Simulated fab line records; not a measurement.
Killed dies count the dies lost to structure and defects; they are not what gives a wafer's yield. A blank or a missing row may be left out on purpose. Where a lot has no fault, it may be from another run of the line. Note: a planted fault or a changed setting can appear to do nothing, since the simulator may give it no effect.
Which tool did it? :: flow n5_finfet :: Sampling: 9 lots, 27 wafers, 5 of 1938 route steps

WHAT THE GAUGES READ, wafer by wafer
N5_MOL_CONTACT_COAG_CD_MEAS_99: target cd 17.2 nm. Usual: 17.1 nm for cd_nm, sd 0.38.
lot: L248
measured: day 5 11:08
on: cd_sem-02
cd_nm (nm): 18.0 16.6 17.7
flag: 

lot: L249
measured: day 5 14:31
on: cd_sem-02
cd_nm (nm): 16.9 16.8 17.1
flag: 

lot: L254
measured: day 6 21:07
on: cd_sem-01
cd_nm (nm): 17.6 16.9 17.6
flag: 

lot: L255
measured: day 7 05:53
on: cd_sem-03
cd_nm (nm): 17.3 17.4 17.7
flag: 

lot: L261
measured: day 8 13:07
on: cd_sem-03
cd_nm (nm): 17.1 16.8 16.5
flag: 

lot: L262
measured: day 8 14:44
on: cd_sem-01
cd_nm (nm): 17.3 16.8 17.4
flag: 

lot: L265
measured: day 9 10:05
on: cd_sem-03
cd_nm (nm): 16.7 17.0 17.0
flag: 

lot: L268
measured: day 10 03:00
on: cd_sem-02
cd_nm (nm): 17.1 17.8 16.8
flag: 

lot: L269
measured: day 10 12:01
on: cd_sem-02
cd_nm (nm): 17.3 16.9 16.7
flag: 

N5_BEOL_M4_RC_MEAS_101. Usual: DIBL_N 36.9 mV/V, standard deviation 1.7; DIBL_P 36.7 mV/V, standard deviation 2.1; IOFF_N 0.17 nA/um, standard deviation 0.032; IOFF_P 0.22 nA/um, standard deviation 0.036; ION_N 674 uA/um, standard deviation 12; ION_P 461 uA/um, standard deviation 7; SS_N 71.7 mV/dec, standard deviation 0.6; SS_P 73.4 mV/dec, standard deviation 0.67; VT_N 249 mV, standard deviation 3.1; VT_P -250 mV, standard deviation 3.2.
lot: L248
measured: day 8 18:03
on: prober-02
DIBL_N (mV/V): 35.1 37.2 37.5
DIBL_P (mV/V): 33.9 36.8 35.1
IOFF_N (nA/um): 0.13 0.17 0.17
IOFF_P (nA/um): 0.15 0.19 0.16
ION_N (uA/um): 653 682 677
ION_P (uA/um): 449 455 451
SS_N (mV/dec): 70.7 71.6 71.5
SS_P (mV/dec): 73.5 73.1 73.5
VT_N (mV): 251 251 248
VT_P (mV): -257 -255 -256
flag: 

lot: L249
measured: day 8 14:13
on: prober-02
DIBL_N (mV/V): 32.8 35.9 34.4
DIBL_P (mV/V): 32.8 35.1 32.9
IOFF_N (nA/um): 0.12 0.16 0.14
IOFF_P (nA/um): 0.17 0.20 0.17
ION_N (uA/um): 660 663 652
ION_P (uA/um): 454 454 446
SS_N (mV/dec): 70.6 71.8 71.6
SS_P (mV/dec): 72.8 72.8 72.2
VT_N (mV): 255 250 252
VT_P (mV): -252 -252 -251
flag: 

lot: L254
measured: day 9 20:14
on: prober-01
DIBL_N (mV/V): 37.3 37.0 39.7
DIBL_P (mV/V): 36.5 36.0 37.1
IOFF_N (nA/um): 0.18 0.16 0.23
IOFF_P (nA/um): 0.22 0.20 0.23
ION_N (uA/um): 679 680 675
ION_P (uA/um): 461 460 452
SS_N (mV/dec): 71.7 71.1 72.8
SS_P (mV/dec): 73.2 72.8 73.7
VT_N (mV): 246 250 244
VT_P (mV): -251 -249 -251
flag: 

lot: L255
measured: day 10 05:55
on: prober-01
DIBL_N (mV/V): 34.8 34.6 35.2
DIBL_P (mV/V): 34.7 34.8 35.8
IOFF_N (nA/um): 0.15 0.13 0.15
IOFF_P (nA/um): 0.20 0.21 0.23
ION_N (uA/um): 662 657 673
ION_P (uA/um): 461 454 464
SS_N (mV/dec): 71.6 70.7 71.5
SS_P (mV/dec): 72.5 71.8 72.8
VT_N (mV): 251 253 251
VT_P (mV): -249 -252 -249
flag: 

lot: L261
measured: day 11 17:23
on: prober-01
DIBL_N (mV/V): 37.3 37.9 37.8
DIBL_P (mV/V): 36.8 35.9 35.7
IOFF_N (nA/um): 0.18 0.20 0.18
IOFF_P (nA/um): 0.24 0.23 0.22
ION_N (uA/um): 676 685 681
ION_P (uA/um): 465 468 466
SS_N (mV/dec): 71.6 71.9 71.8
SS_P (mV/dec): 73.5 73.4 72.5
VT_N (mV): 246 246 247
VT_P (mV): -248 -250 -250
flag: 

lot: L262
measured: day 11 13:01
on: prober-01
DIBL_N (mV/V): 36.7 37.6 36.9
DIBL_P (mV/V): 36.8 36.9 36.5
IOFF_N (nA/um): 0.14 0.18 0.15
IOFF_P (nA/um): 0.19 0.19 0.18
ION_N (uA/um): 664 671 660
ION_P (uA/um): 454 455 456
SS_N (mV/dec): 71.6 72.4 71.9
SS_P (mV/dec): 73.0 72.8 72.7
VT_N (mV): 251 248 252
VT_P (mV): -253 -251 -252
flag: 

lot: L265
measured: day 12 21:56
on: prober-01
DIBL_N (mV/V): 37.1 36.4 38.0
DIBL_P (mV/V): 37.7 35.5 38.3
IOFF_N (nA/um): 0.17 0.15 0.21
IOFF_P (nA/um): 0.27 0.22 0.28
ION_N (uA/um): 679 668 702
ION_P (uA/um): 465 461 472
SS_N (mV/dec): 72.8 71.0 73.2
SS_P (mV/dec): 73.5 73.3 74.1
VT_N (mV): 248 252 244
VT_P (mV): -245 -245 -245
flag: 

lot: L268
measured: day 13 07:12
on: prober-02
DIBL_N (mV/V): 37.5 38.9 35.0
DIBL_P (mV/V): 38.7 40.3 35.1
IOFF_N (nA/um): 0.20 0.23 0.14
IOFF_P (nA/um): 0.28 0.30 0.22
ION_N (uA/um): 681 696 660
ION_P (uA/um): 473 471 468
SS_N (mV/dec): 72.4 72.0 71.2
SS_P (mV/dec): 74.4 74.2 73.2
VT_N (mV): 244 245 251
VT_P (mV): -247 -243 -249
flag: 

lot: L269
measured: day 14 00:20
on: prober-01
DIBL_N (mV/V): 39.1 37.7 39.5
DIBL_P (mV/V): 38.5 37.1 39.5
IOFF_N (nA/um): 0.18 0.16 0.19
IOFF_P (nA/um): 0.23 0.22 0.26
ION_N (uA/um): 663 659 681
ION_P (uA/um): 460 458 467
SS_N (mV/dec): 71.9 72.1 72.8
SS_P (mV/dec): 74.1 73.7 73.8
VT_N (mV): 251 252 251
VT_P (mV): -249 -248 -247
flag: 

WHICH TOOL RAN EACH LOT (tool, then ch and the chambers of the sampled wafers, then the start)
lot: L248
N5_MOL_CONTACT_COAG_ETCH_110: rie_diel-04 ch 1,3, day 5 11:01
N5_MOL_CONTACT_COAG_CMP_23: cmp-03 ch 0,3, day 5 15:10
N5_MOL_CONTACT_COAG_COAT_77: litho_track-03 ch 0, day 5 18:28

lot: L249
N5_MOL_CONTACT_COAG_ETCH_110: rie_diel-05 ch 1,3, day 5 14:24
N5_MOL_CONTACT_COAG_CMP_23: cmp-02 ch 0,3, day 5 20:10
N5_MOL_CONTACT_COAG_COAT_77: litho_track-04 ch 0, day 5 23:32

lot: L254
N5_MOL_CONTACT_COAG_ETCH_110: rie_diel-02 ch 0,2,3, day 6 21:00
N5_MOL_CONTACT_COAG_CMP_23: cmp-04 ch 1,2,3, day 7 02:24
N5_MOL_CONTACT_COAG_COAT_77: litho_track-04 ch 0, day 7 05:47

lot: L255
N5_MOL_CONTACT_COAG_ETCH_110: rie_diel-04 ch 1,2,3, day 7 05:46
N5_MOL_CONTACT_COAG_CMP_23: cmp-03 ch 0,1,3, day 7 10:02
N5_MOL_CONTACT_COAG_COAT_77: litho_track-04 ch 0, day 7 13:52

lot: L261
N5_MOL_CONTACT_COAG_ETCH_110: rie_diel-05 ch 1,2,3, day 8 13:00
N5_MOL_CONTACT_COAG_CMP_23: cmp-03 ch 0,2,3, day 8 19:34
N5_MOL_CONTACT_COAG_COAT_77: litho_track-03 ch 0, day 9 00:19

lot: L262
N5_MOL_CONTACT_COAG_ETCH_110: rie_diel-02 ch 0,1,2, day 8 14:37
N5_MOL_CONTACT_COAG_CMP_23: cmp-02 ch 0,2,3, day 8 19:39
N5_MOL_CONTACT_COAG_COAT_77: litho_track-05 ch 0, day 9 01:55

lot: L265
N5_MOL_CONTACT_COAG_ETCH_110: rie_diel-05 ch 1,2,3, day 9 09:58
N5_MOL_CONTACT_COAG_CMP_23: cmp-02 ch 0,1,2, day 9 15:58
N5_MOL_CONTACT_COAG_COAT_77: litho_track-04 ch 0, day 9 19:55

lot: L268
N5_MOL_CONTACT_COAG_ETCH_110: rie_diel-02 ch 0,2,3, day 10 02:53
N5_MOL_CONTACT_COAG_CMP_23: cmp-03 ch 1,2,3, day 10 08:23
N5_MOL_CONTACT_COAG_COAT_77: litho_track-03 ch 0, day 10 11:38

lot: L269
N5_MOL_CONTACT_COAG_ETCH_110: rie_diel-02 ch 0,1,2, day 10 11:53
N5_MOL_CONTACT_COAG_CMP_23: cmp-02 ch 0,1, day 10 18:18
N5_MOL_CONTACT_COAG_COAT_77: litho_track-04 ch 0, day 10 21:33
- N5_MOL_CONTACT_COAG_ETCH_110: etches Si in CF4/O2, target depth 2.5 nm, time 8 s.
- N5_MOL_CONTACT_COAG_CMP_23: polishes, stops on SiO2, t overpolish 1.5 s, target thk 0 nm.
- N5_MOL_CONTACT_COAG_COAT_77: time 60 s, resist thk 10 nm.

WHAT THE TOOLS THEMSELVES READ (means of the sampled wafers that have a number; where no wafer has one, the mark that the record gives instead)
N5_MOL_CONTACT_COAG_ETCH_110. Usual: chamber_pressure_mTorr 99.99 mTorr (standard deviation 0.086); drypump_motor_current_A 5.5 A (standard deviation 0.36); oes_f_703_au 0.76 a.u. (standard deviation 0.077); oes_product_au 0.77 a.u. (standard deviation 0.082); rf_vpp_V 127.7 V (standard deviation 2.1); showerhead_plenum_p_Torr 2.22 Torr (standard deviation 0.08); throttle_valve_pct 10.76 % (standard deviation 0.25).
lot: L248
tool: rie_diel-04
chamber_pressure_mTorr (mTorr): 99.86
drypump_motor_current_A (A): 5.4
oes_f_703_au (a.u.): 0.72
oes_product_au (a.u.): 0.72
rf_vpp_V (V): 127.0
showerhead_plenum_p_Torr (Torr): 2.24
throttle_valve_pct (%): 10.95
flag: 

lot: L249
tool: rie_diel-05
chamber_pressure_mTorr (mTorr): 100.03
drypump_motor_current_A (A): 5.6
oes_f_703_au (a.u.): 0.68
oes_product_au (a.u.): 0.70
rf_vpp_V (V): 128.1
showerhead_plenum_p_Torr (Torr): 2.12
throttle_valve_pct (%): 11.03
flag: 

lot: L254
tool: rie_diel-02
chamber_pressure_mTorr (mTorr): 99.95
drypump_motor_current_A (A): 5.6
oes_f_703_au (a.u.): 0.79
oes_product_au (a.u.): 0.78
rf_vpp_V (V): 126.9
showerhead_plenum_p_Torr (Torr): 2.24
throttle_valve_pct (%): 10.78
flag: 

lot: L255
tool: rie_diel-04
chamber_pressure_mTorr (mTorr): 100.00
drypump_motor_current_A (A): 5.2
oes_f_703_au (a.u.): 0.76
oes_product_au (a.u.): 0.77
rf_vpp_V (V): 128.0
showerhead_plenum_p_Torr (Torr): 2.20
throttle_valve_pct (%): 10.79
flag: 

lot: L261
tool: rie_diel-05
chamber_pressure_mTorr (mTorr): 100.01
drypump_motor_current_A (A): 5.7
oes_f_703_au (a.u.): 0.75
oes_product_au (a.u.): 0.77
rf_vpp_V (V): 130.0
showerhead_plenum_p_Torr (Torr): 2.26
throttle_valve_pct (%): 10.74
flag: 

lot: L262
tool: rie_diel-02
chamber_pressure_mTorr (mTorr): 100.00
drypump_motor_current_A (A): 5.5
oes_f_703_au (a.u.): 0.77
oes_product_au (a.u.): 0.76
rf_vpp_V (V): 125.1
showerhead_plenum_p_Torr (Torr): 2.23
throttle_valve_pct (%): 10.78
flag: 

lot: L265
tool: rie_diel-05
chamber_pressure_mTorr (mTorr): 99.98
drypump_motor_current_A (A): 5.7
oes_f_703_au (a.u.): 0.74
oes_product_au (a.u.): 0.77
rf_vpp_V (V): 129.4
showerhead_plenum_p_Torr (Torr): 2.26
throttle_valve_pct (%): 10.76
flag: 

lot: L268
tool: rie_diel-02
chamber_pressure_mTorr (mTorr): 99.96
drypump_motor_current_A (A): 5.6
oes_f_703_au (a.u.): 0.76
oes_product_au (a.u.): 0.76
rf_vpp_V (V): 127.5
showerhead_plenum_p_Torr (Torr): 2.23
throttle_valve_pct (%): 10.88
flag: 

lot: L269
tool: rie_diel-02
chamber_pressure_mTorr (mTorr): 99.99
drypump_motor_current_A (A): 5.5
oes_f_703_au (a.u.): 0.75
oes_product_au (a.u.): 0.75
rf_vpp_V (V): 126.5
showerhead_plenum_p_Torr (Torr): 2.23
throttle_valve_pct (%): 10.83
flag: 

N5_MOL_CONTACT_COAG_CMP_23. Usual: edge_zone_pressure_frac 1.000, standard deviation 0.0051; motor_current_A 8.4 A, standard deviation 0.85; overpolish_run_s 1.500 s, standard deviation 0.0093; slurry_filter_dp_kPa 13.50 kPa, standard deviation 0.15; time_to_endpoint_s 9.4 s, standard deviation 2.7.
lot: L248
tool: cmp-03
edge_zone_pressure_frac: 1.006
motor_current_A (A): 7.9
overpolish_run_s (s): 1.504
slurry_filter_dp_kPa (kPa): 13.44
time_to_endpoint_s (s): 11.4
flag: 

lot: L249
tool: cmp-02
edge_zone_pressure_frac: 1.001
motor_current_A (A): 8.5
overpolish_run_s (s): 1.502
slurry_filter_dp_kPa (kPa): 13.46
time_to_endpoint_s (s): 10.3
flag: 

lot: L254
tool: cmp-04
edge_zone_pressure_frac: 1.000
motor_current_A (A): 7.6
overpolish_run_s (s): 1.498
slurry_filter_dp_kPa (kPa): 13.48
time_to_endpoint_s (s): 11.3
flag: 

lot: L255
tool: cmp-03
edge_zone_pressure_frac: 1.005
motor_current_A (A): 8.4
overpolish_run_s (s): 1.489
slurry_filter_dp_kPa (kPa): 13.50
time_to_endpoint_s (s): 11.6
flag: 

lot: L261
tool: cmp-03
edge_zone_pressure_frac: 1.000
motor_current_A (A): 8.9
overpolish_run_s (s): 1.506
slurry_filter_dp_kPa (kPa): 13.45
time_to_endpoint_s (s): 9.0
flag: 

lot: L262
tool: cmp-02
edge_zone_pressure_frac: 0.998
motor_current_A (A): 8.7
overpolish_run_s (s): 1.500
slurry_filter_dp_kPa (kPa): 13.48
time_to_endpoint_s (s): 7.7
flag: 

lot: L265
tool: cmp-02
edge_zone_pressure_frac: 0.999
motor_current_A (A): 8.1
overpolish_run_s (s): 1.499
slurry_filter_dp_kPa (kPa): 13.57
time_to_endpoint_s (s): 11.7
flag: 

lot: L268
tool: cmp-03
edge_zone_pressure_frac: 0.997
motor_current_A (A): 9.2
overpolish_run_s (s): 1.508
slurry_filter_dp_kPa (kPa): 13.50
time_to_endpoint_s (s): 8.6
flag: 

lot: L269
tool: cmp-02
edge_zone_pressure_frac: 1.002
motor_current_A (A): 7.7
overpolish_run_s (s): 1.502
slurry_filter_dp_kPa (kPa): 13.51
time_to_endpoint_s (s): 9.1
flag: 

N5_MOL_CONTACT_COAG_COAT_77. Usual: chill_plate_temp_C 23.03 C, standard deviation 0.12; spin_speed_rpm 1499.9 rpm, standard deviation 0.97.
lot: L248
tool: litho_track-03
chill_plate_temp_C (C): 23.06
spin_speed_rpm (rpm): 1499.6
flag: 

lot: L249
tool: litho_track-04
chill_plate_temp_C (C): 23.05
spin_speed_rpm (rpm): 1500.8
flag: 

lot: L254
tool: litho_track-04
chill_plate_temp_C (C): 23.02
spin_speed_rpm (rpm): 1459.1
flag: OFF

lot: L255
tool: litho_track-04
chill_plate_temp_C (C): 23.12
spin_speed_rpm (rpm): 1459.9
flag: OFF

lot: L261
tool: litho_track-03
chill_plate_temp_C (C): 22.93
spin_speed_rpm (rpm): 1500.6
flag: 

lot: L262
tool: litho_track-05
chill_plate_temp_C (C): 22.91
spin_speed_rpm (rpm): 1499.5
flag: 

lot: L265
tool: litho_track-04
chill_plate_temp_C (C): 23.15
spin_speed_rpm (rpm): 1500.5
flag: 

lot: L268
tool: litho_track-03
chill_plate_temp_C (C): 22.94
spin_speed_rpm (rpm): 1499.8
flag: 

lot: L269
tool: litho_track-04
chill_plate_temp_C (C): 22.98
spin_speed_rpm (rpm): 1499.2
flag: 

THE ANSWER, worked out from the rows above alone
Rule: take the mean of a lot's wafers that have a number; if it is more than 3 standard deviations from the usual mean, the lot is off. Also off: a lot with no number at a reading for which 4 or more lots have one. All remaining lots with rows at the step are treated as sound. First the gauges in route order, then the tools' own readings, where a lot's mean is used as printed above. At the first step where some lot is off, the reading lying furthest off is the one used; lots without a number count as furthest.
Off: L254, L255, at N5_MOL_CONTACT_COAG_COAT_77 (spin_speed_rpm).
If a tool, at that step or one of the process steps before it, ran each lot that is off and ran no sound lot following the first of them, it fits. None of those tried fits.

WHAT THE SIMULATOR HAD INSERTED
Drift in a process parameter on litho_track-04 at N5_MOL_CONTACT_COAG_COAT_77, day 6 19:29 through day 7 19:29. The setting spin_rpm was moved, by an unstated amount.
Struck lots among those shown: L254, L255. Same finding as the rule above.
